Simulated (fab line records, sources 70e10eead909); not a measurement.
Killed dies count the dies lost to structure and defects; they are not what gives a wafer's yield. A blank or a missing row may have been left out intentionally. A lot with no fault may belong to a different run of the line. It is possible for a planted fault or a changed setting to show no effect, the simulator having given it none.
Comparing a struck lot with a sound one	flow nand_harc	17 steps out of a route of 1302
Sound: the wafers L243.1, L243.2, L243.5. Wafers struck: L250.1, L250.2, L250.3. The cause is named last.
At each step with rows: each side's tool, then ch and its chambers, then its first start. Under that, the readings that differ: sound wafers	struck wafers	difference of the means	sigmas: that difference in standard deviations of wafers without a fault.
alike: same words and numbers on both sides, and readings whose means sit less than 2 such deviations apart. not compared: any withheld reading, any reading some wafer has no value for, any bound like >300 that may hide the same value, and any number with overlapping values for which the record gives no deviation.
A row with sigmas, a row that says differs or no value, or rows on one side alone: a step with any of these is where the two part. Non-overlapping numbers with no deviation appear without sigmas and do not part them. A reading missing from all wafers of one side parts the sides only when that side holds two or more wafers.

first, 1 step without rows for these wafers: NHARC_A_M0_DESCUM_14 (chemistry O2, time 3 s).
NHARC_A_M0_ETCH_34: etches the open film in N2/H2, target depth 40 nm, overetch 12 nm, time 43.94 s.
  sound on rie_diel-01 ch 0,2,3, day 22 15:40; struck on rie_diel-10 ch 1,2,3, day 25 15:51
  alike: chamber_pressure_mTorr, drypump_motor_current_A, oes_product_au, rf_vpp_V, showerhead_plenum_p_Torr, throttle_valve_pct
  not compared: rf_hours_counter_h
then, 1 step without rows for these wafers: NHARC_A_M0_ETCH_15 (etches the open film in C4F8/Ar, target depth 150 nm, overetch 15 nm, time 82.5 s).
NHARC_A_M0_CD_MEAS_16:
  struck on cd_sem-02, day 25 16:04; sound on cd_sem-01, day 22 15:52
  alike: cd_nm
NHARC_A_M0_STRIP_18: strips in N2/H2.
  sound on rie_diel-11 ch 1,3, day 22 15:58; struck on rie_diel-11 ch 0,2,3, day 25 16:08
  alike: chamber_pressure_mTorr, drypump_motor_current_A, oes_product_au, rf_vpp_V, showerhead_plenum_p_Torr, throttle_valve_pct
  not compared: rf_hours_counter_h
then, 4 steps without rows for these wafers: NHARC_A_M0_STRIP_19 (strips in post etch residue remover, time 600 s); NHARC_A_M0_DEGAS_28 (time 60 s); NHARC_A_M0_PRE_CLEAN_29 (time 30 s); NHARC_A_M0_PVD_20 (deposits TaN, target thk 5 nm, time 8.06 s).
NHARC_A_M0_PVD_21: deposits Cu, target thk 30 nm, time 20.49 s.
  sound on pvd_sputter-01; struck on pvd_sputter-01
  alike: substrate_temp_c, throttle_valve_pct
then, 1 step without rows for these wafers: NHARC_A_M0_ECD_22 (material Cu, target thk 400 nm).
NHARC_A_M0_ANNEAL_30: time 90 s.
  sound on rtp_anneal-01 ch 0, day 22 17:14; struck on rtp_anneal-01 ch 0, day 25 17:25
  alike: wafer_temp_C_max
NHARC_A_M0_CMP_23: polishes, t overpolish 20 s, target thk 113.75 nm.
  sound on cmp-02 ch 0,2,3, day 22 17:38; struck on cmp-04 ch 0,1,2, day 25 17:46
  alike: motor_current_A, time_to_endpoint_s
then, 1 step without rows for these wafers: NHARC_A_M0_SRD_25.
NHARC_A_M0_INSPECT_27:
  struck on defect_inspect-01, day 25 18:14; sound on defect_inspect-01, day 22 18:02
reading	sound	struck	difference	sigmas
raw_defect_count	655 538 469	3143 3151 3153	+2595	+20
NHARC_A_M0_PRE_CLEAN_31: time 12 s.
  sound on pecvd-04 ch 1,2, day 22 18:07; struck on pecvd-01 ch 0,1,2, day 25 18:18
  alike: heater_power_w
NHARC_END_SORT_01:
  sound on prober-01 ch 0, day 24 07:22; struck on prober-02 ch 0, day 27 06:40
reading	sound	struck	difference	sigmas
defect_limited_yield (%)	90.3 91.7 89.2	0 0 0	-90	-32
killed_at_array	64 51 66	675 675 673	+614	+34
killed_dies	66 56 73	677 677 677	+612	+32
sort_bin_3_pct (%)	0.6 0.4 0.6	92.8 88.8 90.3	+90.1	+99 or more
sort_n_pass	611 621 604	0 0 0	-612	-32
sort_rim_yield_pct (%)	89 89 86	0 0 0	-88	-18
sort_yield_pct (%)	90.3 91.7 89.2	0 0 0	-90	-32
  alike: killed_at_other, killed_at_periphery, killed_open, killed_short, sort_bin_2_pct, sort_bin_4_pct

== WHERE THEY PART ==
Last at NHARC_END_SORT_01 as far as this record goes, first at NHARC_A_M0_INSPECT_27.

WHY: the cause the simulator had injected
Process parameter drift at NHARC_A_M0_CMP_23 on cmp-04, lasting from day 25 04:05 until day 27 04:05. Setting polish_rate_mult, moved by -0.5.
